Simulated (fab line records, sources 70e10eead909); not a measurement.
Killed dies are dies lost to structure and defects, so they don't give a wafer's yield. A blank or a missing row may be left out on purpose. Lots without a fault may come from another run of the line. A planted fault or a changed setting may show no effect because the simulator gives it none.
Chamber matching | flow nand_harc | NHARC_A_CONTACT_DEP_24 on pecvd-04: 3 sister chambers
The step deposits SiO2, target thk 500 nm. 3 wafers are shown with their chamber, then 8 later ones without.

WAFERS WITH THEIR CHAMBER
wafer  | chamber | heater_power_outer_w (W)
L083.4 | 1       | 491
L085.4 | 2       | 232
L086.1 | 0       | 412

WAFERS WITHOUT THEIR CHAMBER
wafer  | heater_power_outer_w (W)
L086.5 | 247
L086.6 | 426
L089.2 | 497
L089.3 | 248
L089.6 | 158
L090.1 | 172
L090.3 | 522
L090.6 | 404

WHICH CHAMBER EACH WENT THROUGH
wafer  | from the rows above     | in truth
L086.5 | 2                       | 2
L086.6 | can't be placed: 0 or 1 | 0
L089.2 | 1                       | 1
L089.3 | 2                       | 2
L089.6 | 2                       | 2
L090.1 | 2                       | 2
L090.3 | 1                       | 1
L090.6 | 0                       | 0
Placed correctly: 7 of 8. Can't be placed from these rows: 1 (the true chamber is among the candidates in 1). Placed wrongly: 0.
How it was worked out, from the rows above alone: a wafer's distance from a chamber is the root of the sum, over the readings, of the square of ((its reading less the chamber's mean) divided by the reading's scatter). The wafer belongs to the nearest chamber; if the next one is less than 2 further off, it can't be placed. A chamber's mean is the mean of its shown wafers. The scatter: with one shown wafer a chamber, the root of the mean of the squares of how far each hidden wafer lies from its nearest shown one.
